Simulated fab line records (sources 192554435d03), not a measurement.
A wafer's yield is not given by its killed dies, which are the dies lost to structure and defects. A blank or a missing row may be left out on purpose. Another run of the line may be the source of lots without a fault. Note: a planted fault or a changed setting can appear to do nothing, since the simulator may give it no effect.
A lot that was struck, set against a sound lot ; flow n5-finfet ; 38 out of 1938 route steps
Sound: wafers L901.2, L901.3, L901.6. The struck wafers were L908.1, L908.4, L908.5. The cause is given at the end.
At each step with rows: each side's tool, then ch and its chambers, then its first start. Under that, the readings that differ: sound wafers ; struck wafers ; difference of the means ; sigmas: that difference in standard deviations of wafers without a fault.
alike: same words and numbers on both sides, and readings whose means sit less than 2 such deviations apart. not compared: any withheld reading, any reading some wafer has no value for, any bound like >300 that may hide the same value, and any number with overlapping values for which the record gives no deviation.
The two part at a step that has a row with sigmas, a row that says differs or no value, or rows on one side only. Numbers that don't overlap but have no deviation are shown without sigmas and don't part them. A reading missing from all wafers of one side parts the sides only when that side holds two or more wafers.

first, 11 steps without rows for these wafers: N5_FIN_CUT_STRIP_31 (strips in N2/H2); N5_FIN_CUT_STRIP_24 (strips in CF4); N5_FIN_CUT_CUT_ETCH_26 (etches SiNx in CH3F/O2, target depth 39 nm, time 55.7 s); N5_FIN_CUT_CUT_ETCH_27 (etches SiO2 in CHF3/O2, target depth 4 nm, overetch 2 nm, time 4.9 s); N5_FIN_CUT_PRECLEAN_35 (cleans in vHF, time 13.3 s); N5_FIN_CUT_CUT_ETCH_15 (etches Si in HBr/Cl2/O2, target depth 100 nm, bt time 10 s, time 42.4 s); N5_FIN_CUT_CUT_ETCH_28 (etches Si in HBr/Cl2/O2, target depth 6 nm, time 2.4 s); N5_FIN_CUT_STRIP_22 (strips in N2/H2); N5_FIN_CUT_PRECLEAN_36 (cleans in O3/DIW, time 60 s); N5_FIN_CUT_SRD_32 (time 30 s); N5_FIN_CUT_UV_OZONE_34 (time 120 s).
N5_STI_FIN_REVEAL_ALD_00: deposits SiO2, target thk 1 nm, pulse time 1 s.
  sound on ald-sin-04 ch 0,3, day 3 10:10; struck on ald-sin-04 ch 0,1,2, day 5 07:01
  alike: heater-power-w, precursor-pulse-height-rel
then, 25 steps without rows for these wafers: N5_STI_FIN_REVEAL_ALD_14 (deposits Si3N4, target thk 3 nm); N5_STI_FIN_REVEAL_FCVD_FILL_01 (material SiO2 flowable, target thk 312 nm, time 512.2 s); N5_STI_FIN_REVEAL_DENSIFY_02 (time 1800 s); N5_STI_FIN_REVEAL_CMP_04 (polishes, stops on Si3N4, t overpolish 4 s, target thk 131.83 nm); N5_STI_FIN_REVEAL_DENSIFY_30; N5_STI_FIN_REVEAL_ETCHBACK_08 (etches SiO2 in C4F6/O2, target depth 30.5 nm, time 10.167 s); N5_STI_FIN_REVEAL_STRIP_24 (strips in N2/H2, time 90 s); N5_STI_FIN_REVEAL_PRECLEAN_25 (cleans in SPM, time 90 s); N5_STI_FIN_REVEAL_PRECLEAN_26 (cleans in SC1, time 45 s); N5_STI_FIN_REVEAL_PRECLEAN_29 (cleans in DHF, time 30 s); N5_STI_FIN_REVEAL_SRD_12 (time 30 s); N5_STI_FIN_REVEAL_RECESS_09 (chemistry HF/NH3, target SiO2, afs cycles 11, target depth 42.5 nm, sublimation time 60 s); N5_STI_FIN_REVEAL_STRIP_16 (strips SiNx in H3PO4, target depth 23.8 nm); N5_STI_FIN_REVEAL_PRECLEAN_17 (cleans in NF3:NH3, afs cycles 1, time 20 s, sublimation time 60 s); N5_STI_FIN_REVEAL_ETCH_34 (etches Si in H2, material Si, target depth 0.97 nm); N5_STI_FIN_REVEAL_OXIDATION_31 (chemistry O2 PLASMA REMOTE, time 20 s); N5_STI_FIN_REVEAL_PRECLEAN_32 (cleans in NF3:NH3, afs cycles 1, time 20 s, sublimation time 60 s); N5_STI_FIN_REVEAL_STRIP_35 (strips Si3N4 in H3PO4, target depth 4 nm, time 39 s); N5_STI_FIN_REVEAL_SRD_21 (time 30 s); N5_STI_FIN_REVEAL_OXIDATION_33 (chemistry O2 PLASMA REMOTE, time 20 s); N5_STI_FIN_REVEAL_CLEAN_19 (cleans in O3/DIW, time 120 s); N5_STI_FIN_REVEAL_SRD_23 (time 30 s); N5_STI_FIN_REVEAL_PRECLEAN_18 (cleans in SC2, time 45 s); N5_STI_FIN_REVEAL_SRD_28 (time 30 s); N5_DUMMY_GATE_PRECLEAN_00 (cleans in O3/DIW, time 60 s).
-- the record jumps here: 11 days lie between the struck wafers' starts before and after (it left off in module DUMMY_GATE and takes up again in module PASSIVATION, whose first step shown is number 1936 of the route) --
N5_PASSIVATION_PROBE_49:
  only the struck wafers here have rows in the record (prober-02, day 15 20:04); the sound ones have none

== WHERE THEY PART ==
At N5_PASSIVATION_PROBE_49 and nowhere else, as far as this record goes.

WHY: the cause the simulator had injected
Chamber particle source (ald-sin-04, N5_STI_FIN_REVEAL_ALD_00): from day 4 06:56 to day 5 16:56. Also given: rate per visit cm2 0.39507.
